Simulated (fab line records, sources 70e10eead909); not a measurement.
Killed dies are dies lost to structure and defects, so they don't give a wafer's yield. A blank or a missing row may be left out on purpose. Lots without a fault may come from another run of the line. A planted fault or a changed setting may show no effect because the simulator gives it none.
Which tool did it? | flow nand_harc | 6 lots, 18 wafers sampled, at 3 steps of a route of 1302

WHAT THE GAUGES READ, wafer by wafer
NHARC_P_ZERO_WELL_CD_MEAS_37: target cd 720 nm.
lot  | measured    | on        | cd_nm (nm)
L592 | day 2 10:02 | cd_sem-03 | 722.2 721.8 721.1
L596 | day 4 02:06 | cd_sem-01 | 722.5 720.2 723.4
L599 | day 5 08:17 | cd_sem-02 | 720.3 720.4 719.9
L601 | day 6 04:34 | cd_sem-02 | 719.7 718.7 721.2
L604 | day 7 09:58 | cd_sem-01 | 718.6 721.2 719.9
L607 | day 8 15:50 | cd_sem-02 | - - -

WHICH TOOL RAN EACH LOT (tool, then ch and the chambers of the sampled wafers, then the start)
lot  | NHARC_P_ZERO_WELL_ETCH_62                    | NHARC_P_ZERO_WELL_EXPOSE_34
L592 | rie_diel-07 ch 1,2,3, day 2 09:53 or earlier | krf_scanner-04 ch 0, day 2 09:53
L596 | rie_diel-13 ch 0,1,3, day 4 01:56 or earlier | krf_scanner-04 ch 0, day 4 01:56
L599 | rie_diel-07 ch 1,2,3, day 5 08:07 or earlier | krf_scanner-04 ch 0, day 5 08:07
L601 | rie_diel-03 ch 1,2, day 6 04:24 or earlier   | krf_scanner-04 ch 0, day 6 04:24
L604 | rie_diel-03 ch 1,2,3, day 7 09:49 or earlier | krf_scanner-04 ch 0, day 7 09:49
L607 | rie_diel-13 ch 0,2,3, day 8 15:41 or earlier | krf_scanner-01 ch 0, day 8 15:41
- NHARC_P_ZERO_WELL_ETCH_62: etches the open film in CHF3/Ar, target depth 13 nm, time 6.5 s.
- NHARC_P_ZERO_WELL_EXPOSE_34: exposes mask P PWELL, target cd 720 nm.

THE ANSWER, worked out from the rows above alone
Rule: what is usual is taken from the lots themselves. Put in order of their means at a reading, lots are off if they are a third of the lots or fewer, leave a main group of 4 or more, and stand apart from it by a gap of 3 or more times the standard deviation of the main group's means; of several such gaps the widest counts. A main group whose means are all the same, to the digits that the tables above print for the reading, isn't used. A lot without any number at a reading at which 4 lots or more have one is off too. The other lots that the step has rows for count as sound.
Off: L607, at NHARC_P_ZERO_WELL_CD_MEAS_37 (cd_nm). Without a number there: L607. The main group: mean 720.7 nm, standard deviation 0.93.
A tool fits if, at a process step before that reading, it ran every lot that is off, and no sound lot after the first of them. The gauges at NHARC_P_ZERO_WELL_CD_MEAS_37 are tried like those tools. NHARC_P_ZERO_WELL_ETCH_62 gives no start for some lots, so the hours and the order of its lots are those of NHARC_P_ZERO_WELL_EXPOSE_34. Can't be told from this: 3 tools fit, rie_diel-13 at NHARC_P_ZERO_WELL_ETCH_62, krf_scanner-01 at NHARC_P_ZERO_WELL_EXPOSE_34, cd_sem-02 at NHARC_P_ZERO_WELL_CD_MEAS_37.

WHAT THE SIMULATOR HAD PUT IN
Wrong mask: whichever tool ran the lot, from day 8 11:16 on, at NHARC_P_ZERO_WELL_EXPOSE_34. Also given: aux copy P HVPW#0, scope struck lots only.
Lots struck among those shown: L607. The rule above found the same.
